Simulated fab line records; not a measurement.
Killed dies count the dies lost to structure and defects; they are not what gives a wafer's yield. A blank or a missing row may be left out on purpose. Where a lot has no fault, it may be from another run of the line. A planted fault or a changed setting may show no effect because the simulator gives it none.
Chamber matching :: flow nand_harc :: NHARC_A_CHANNEL_HOLE_D1_ETCH_44 on rie_diel-11 has 4 sister chambers
The step etches the open film in CF4/O2, target depth 140 nm, overetch 14 nm, time 77 s. 4 wafers are shown with their chamber, then 9 later ones without.

## WAFERS PAIRED WITH THEIR CHAMBERS
wafer: L184.2
chamber: 0
showerhead_plenum_p_Torr (Torr): 1.30

wafer: L186.1
chamber: 2
showerhead_plenum_p_Torr (Torr): 1.36

wafer: L186.3
chamber: 3
showerhead_plenum_p_Torr (Torr): 1.33

wafer: L186.6
chamber: 1
showerhead_plenum_p_Torr (Torr): 1.38

## WAFERS WITH NO CHAMBER GIVEN
wafer: L197.1
showerhead_plenum_p_Torr (Torr): 1.33

wafer: L197.4
showerhead_plenum_p_Torr (Torr): 1.35

wafer: L197.6
showerhead_plenum_p_Torr (Torr): 1.29

wafer: L196.1
showerhead_plenum_p_Torr (Torr): 1.38

wafer: L196.3
showerhead_plenum_p_Torr (Torr): 1.33

wafer: L196.6
showerhead_plenum_p_Torr (Torr): 1.33

wafer: L198.2
showerhead_plenum_p_Torr (Torr): 1.29

wafer: L198.3
showerhead_plenum_p_Torr (Torr): 1.38

wafer: L198.5
showerhead_plenum_p_Torr (Torr): 1.38

## THE CHAMBER EACH PASSED THROUGH
wafer: L197.1
from the rows above: 3
in truth: 3

wafer: L197.4
from the rows above: can't be placed: 2 or 3
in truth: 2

wafer: L197.6
from the rows above: 0
in truth: 0

wafer: L196.1
from the rows above: 1
in truth: 1

wafer: L196.3
from the rows above: 3
in truth: 3

wafer: L196.6
from the rows above: 3
in truth: 3

wafer: L198.2
from the rows above: 0
in truth: 0

wafer: L198.3
from the rows above: 1
in truth: 1

wafer: L198.5
from the rows above: 1
in truth: 1
8 of 9 placed correctly. Unplaceable from these rows: 1, with the true chamber sitting among the candidates in 1. 0 placed wrongly.
How it was worked out, from the rows above alone: a wafer's distance from a chamber is the root of the sum, over the readings, of the square of ((its reading less the chamber's mean) divided by the reading's scatter). The wafer belongs to the nearest chamber; if the next one is less than 2 further off, it can't be placed. For every chamber, the mean is computed from those of its wafers that are shown. The scatter: root of mean squared gap, hidden wafer to nearest shown wafer, with one shown wafer a chamber.
